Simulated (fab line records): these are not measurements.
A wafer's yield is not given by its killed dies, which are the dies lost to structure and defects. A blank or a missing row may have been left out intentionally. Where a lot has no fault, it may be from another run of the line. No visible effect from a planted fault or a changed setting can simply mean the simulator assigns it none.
Tool commonality check ; flow nand_harc ; Sampled: 13 lots, 45 wafers

## THE REASON FOR OPENING IT
On 2 of the 13 lots, a flag is raised at NHARC_A_M0_CD_MEAS_09 on the reading cd_nm. Wafers without a fault read 80.0 nm, standard deviation 0.57.
Rule: a lot is flagged in two cases, either no wafer of it has a number, or all its wafers with numbers fall more than 4 standard deviations from that mean. The rest of the lots are taken to be sound.

lot;measured;on;cd_nm (nm), wafer by wafer;flag
L175;day 23 05:42;cd_sem-03;80.2 78.9 79.8;
L174;day 23 07:16;cd_sem-03;79.6 79.4 80.0;
L177;day 24 00:14;cd_sem-01;79.1 80.0 78.8;
L178;day 24 00:53;cd_sem-03;79.8 80.0 79.2;
L180;day 24 11:48;cd_sem-03;80.7 80.2 80.4;
L179;day 24 13:26;cd_sem-02;81.3 80.2 81.5;
L181;day 25 07:42;cd_sem-02;79.5 80.0 80.8;
L184;day 26 07:25;cd_sem-03;80.2 80.8 80.0;
L183;day 26 11:49;cd_sem-03;80.0 80.3 80.5;
L193;day 30 11:44;cd_sem-01;76.8 77.4 76.5 76.9 77.7 76.7;FLAGGED
L194;day 30 12:28;cd_sem-02;76.3 76.2 75.8 75.9 75.2 75.7;FLAGGED
L195;day 31 11:24;cd_sem-02;79.8 79.5 79.9;
L196;day 31 17:07;cd_sem-01;79.7 80.5 80.6;
On average the flagged lots' numbers are 76.4 nm, which is -3.6 nm against the usual, or -6 standard deviations.

## EACH LOT AND THE TOOL IT RAN ON
The record holds 4 process steps before the reading, out of a route of 1302 steps. Each cell gives the tool, then ch followed by the chambers the sampled wafers passed through, then the start.
lot;flag;NHARC_A_BLC_PVD_32;NHARC_A_BLC_ALD_23;NHARC_A_BLC_CMP_25;NHARC_A_M0_DEVELOP_08
L175;;pvd_sputter-01, day 23 03:49 or earlier;ald_metal-02 ch 1,2, day 23 03:49;cmp-03 ch 2,3, day 23 04:33;litho_track-01 ch 0, day 23 05:00
L174;;pvd_sputter-02, day 23 05:20 or earlier;ald_metal-04 ch 0,1,2, day 23 05:20;cmp-01 ch 0,1,3, day 23 06:05;litho_track-04 ch 0, day 23 07:00
L177;;pvd_sputter-03, day 23 22:12 or earlier;ald_metal-02 ch 0,1, day 23 22:12;cmp-02 ch 0,1, day 23 22:55;litho_track-06 ch 0, day 24 00:00
L178;;pvd_sputter-01, day 23 22:55 or earlier;ald_metal-01 ch 0,1,2, day 23 22:55;cmp-01 ch 1,2,3, day 23 23:43;litho_track-01 ch 0, day 24 00:00
L180;;pvd_sputter-03, day 24 09:52 or earlier;ald_metal-01 ch 0,1, day 24 09:52;cmp-03 ch 2,3, day 24 10:37;litho_track-06 ch 0, day 24 11:00
L179;;pvd_sputter-02, day 24 11:26 or earlier;ald_metal-02 ch 0,1,2, day 24 11:26;cmp-01 ch 0,1,2, day 24 12:10;litho_track-04 ch 0, day 24 13:00
L181;;pvd_sputter-01, day 25 05:49 or earlier;ald_metal-01 ch 0,1, day 25 05:49;cmp-02 ch 0,2,3, day 25 06:34;litho_track-06 ch 0, day 25 07:00
L184;;pvd_sputter-01, day 26 05:31 or earlier;ald_metal-01 ch 0,1,3, day 26 05:31;cmp-03 ch 0,1,3, day 26 06:16;litho_track-01 ch 0, day 26 07:00
L183;;pvd_sputter-02, day 26 09:47 or earlier;ald_metal-02 ch 2,3, day 26 09:47;cmp-02 ch 0,3, day 26 10:31;litho_track-04 ch 0, day 26 11:00
L193;FLAGGED;pvd_sputter-01, day 30 09:25 or earlier;ald_metal-04 ch 0,1,3, day 30 09:25;cmp-02 ch 0,1,3, day 30 10:34;litho_track-04 ch 0, day 30 11:00
L194;FLAGGED;pvd_sputter-02, day 30 10:24 or earlier;ald_metal-02 ch 0,2,3, day 30 10:24;cmp-01 ch 0,2,3, day 30 11:08;litho_track-04 ch 0, day 30 12:00
L195;;pvd_sputter-02, day 31 09:22 or earlier;ald_metal-02 ch 0,2,3, day 31 09:22;cmp-01 ch 0,2,3, day 31 10:08;litho_track-01 ch 0, day 31 11:00
L196;;pvd_sputter-01, day 31 15:06 or earlier;ald_metal-01 ch 1,2,3, day 31 15:06;cmp-02 ch 1,2, day 31 15:49;litho_track-01 ch 0, day 31 17:00
What is done by these steps:
- NHARC_A_BLC_PVD_32: deposits Ti, target thk 5 nm, time 17.7 s.
- NHARC_A_BLC_ALD_23: deposits TiN, target thk 3 nm, pulse time 1 s, ald cycles 150.
- NHARC_A_BLC_CMP_25: polishes, t overpolish 30 s, target thk 150 nm.
- NHARC_A_M0_DEVELOP_08: develop time 35 s.
- NHARC_A_M0_CD_MEAS_09: target cd 80 nm.

## FLAGGED OVER TOTAL, TOOL BY TOOL (the gauges that took the reading come last)
step;tool;lots run;flagged;share of the flagged lots;sound lots run after its first flagged lot
NHARC_A_BLC_PVD_32;pvd_sputter-01;6;1;some;1 (L196)
NHARC_A_BLC_PVD_32;pvd_sputter-02;5;1;some;1 (L195)
NHARC_A_BLC_PVD_32;pvd_sputter-03;2;0;none;-
NHARC_A_BLC_ALD_23;ald_metal-01;5;0;none;-
NHARC_A_BLC_ALD_23;ald_metal-02;6;1;some;1 (L195)
NHARC_A_BLC_ALD_23;ald_metal-04;2;1;some;0
NHARC_A_BLC_CMP_25;cmp-01;5;1;some;1 (L195)
NHARC_A_BLC_CMP_25;cmp-02;5;1;some;1 (L196)
NHARC_A_BLC_CMP_25;cmp-03;3;0;none;-
NHARC_A_M0_DEVELOP_08;litho_track-01;5;0;none;-
NHARC_A_M0_DEVELOP_08;litho_track-04;5;2;all;0
NHARC_A_M0_DEVELOP_08;litho_track-06;3;0;none;-
NHARC_A_M0_CD_MEAS_09;cd_sem-01;3;1;some;1 (L196)
NHARC_A_M0_CD_MEAS_09;cd_sem-02;4;1;some;1 (L195)
NHARC_A_M0_CD_MEAS_09;cd_sem-03;6;0;none;-
NHARC_A_BLC_PVD_32 gives no start for some lots, so the hours and the order of its lots are those of NHARC_A_BLC_ALD_23.

## THE TABLE: WHAT IT ALLOWS
In the table, 1 row covers all flagged lots: litho_track-04 at NHARC_A_M0_DEVELOP_08.
- litho_track-04 at NHARC_A_M0_DEVELOP_08 ran 5 lots, 2 of them flagged. A fault beginning between L183 (day 26 11:00), its last sound lot, and L193 (day 30 11:00), its first flagged one, fits the data.
litho_track-04 at NHARC_A_M0_DEVELOP_08 is the single tool remaining.

## WHAT HAD BEEN PUT IN BY THE SIMULATOR
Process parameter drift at NHARC_A_M0_DEVELOP_08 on litho_track-04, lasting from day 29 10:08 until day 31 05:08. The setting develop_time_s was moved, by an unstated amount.
Lots struck among those shown: L193, L194. This agrees with what the rule above found.
